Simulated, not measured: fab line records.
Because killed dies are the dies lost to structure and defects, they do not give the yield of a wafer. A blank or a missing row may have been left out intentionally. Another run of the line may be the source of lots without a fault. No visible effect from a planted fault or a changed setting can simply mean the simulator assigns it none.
A struck lot beside a sound one    flow nand harc    14 steps out of a route of 1302
Sound: wafers L116.1, L116.2, L116.6. Struck: wafer L109.3. (L109.4 of the same lot was not struck and is left out.) The cause comes at the end.
For every step that has rows: the tool of each side, followed by ch and its chambers, followed by its first start. Under that, the readings that differ: sound wafers    struck wafers    difference of the means    sigmas: that difference in standard deviations of wafers without a fault.
alike: words and numbers the same on both sides, and readings whose means are apart by under 2 such deviations; not compared: readings that were withheld, readings missing a value for some wafer, numbers with overlapping values and no deviation given by the record, and bounds like >300 which may hide the same value.
A row with sigmas, a row that says differs or no value, or rows on one side alone: a step with any of these is where the two part. When numbers do not overlap yet have no deviation, they are printed without sigmas and do not part them. Lack of a reading on every wafer of one side parts them only where that side has two or more wafers.

first, 4 steps without rows for these wafers: NHARC_A_DECK1_JOINT_CURE_26 (time 32 s); NHARC_A_DECK1_JOINT_ANNEAL_27 (time 3600 s); NHARC_A_DECK1_JOINT_ANNEAL_28 (time 1800 s); NHARC_A_DECK1_JOINT_ANNEAL_29 (time 1800 s).
NHARC_A_DECK1_JOINT_CMP_02: polishes SiOx.
  sound on cmp-02 ch 1,2, day 20 10:49; struck on cmp-02 ch 2, day 17 11:08
  alike: motor current A, slurry flow ml min
after that, 1 step had no rows for these wafers: NHARC_A_DECK1_JOINT_SRD_15.
NHARC_A_DECK1_JOINT_DEP_16: deposits SiO2, target thk 45 nm.
  sound on pecvd-03 ch 0,1,2, day 20 11:13; struck on pecvd-04 ch 2, day 17 11:35
  alike: heater power w, throttle valve pct
NHARC_A_DECK1_JOINT_THK_MEAS_17: measures by ellipsometry.
  sound on film metro-01, day 20 11:28; struck on film metro-01, day 17 11:49
  alike: thk nm
NHARC_A_DECK1_JOINT_INSPECT_05:
  sound on defect inspect-01, day 20 11:30; struck on defect inspect-01, day 17 11:50
  alike: raw defect count
then NHARC_A_ONON_D2_DEP_00 (target thk 1000 nm), 1 step lacking rows for these wafers.
NHARC_A_ONON_D2_THK_MEAS_02: measures by ellipsometry.
  sound on film metro-02, day 20 12:07; struck on film metro-01, day 17 12:26
  alike: thk nm
NHARC_A_ONON_D2_DEP_03: target thk 1000 nm.
  sound on pecvd onon-02 ch 0, day 20 12:10; struck on pecvd onon-04 ch 0, day 17 12:36
  alike: n2 flow sccm
NHARC_A_ONON_D2_THK_MEAS_05: measures by ellipsometry.
  sound on film metro-01, day 20 12:41; struck on film metro-01, day 17 12:59
reading      sound           struck  difference  sigmas
thk nm (nm)  1008 1008 1008  631     -377        -38
then NHARC_A_ONON_D2_DEP_06 (target thk 1000 nm), 1 step lacking rows for these wafers.

WHERE THEY PART
At NHARC_A_ONON_D2_THK_MEAS_05 and nowhere else, as far as this record goes.

WHY: the cause the simulator had injected
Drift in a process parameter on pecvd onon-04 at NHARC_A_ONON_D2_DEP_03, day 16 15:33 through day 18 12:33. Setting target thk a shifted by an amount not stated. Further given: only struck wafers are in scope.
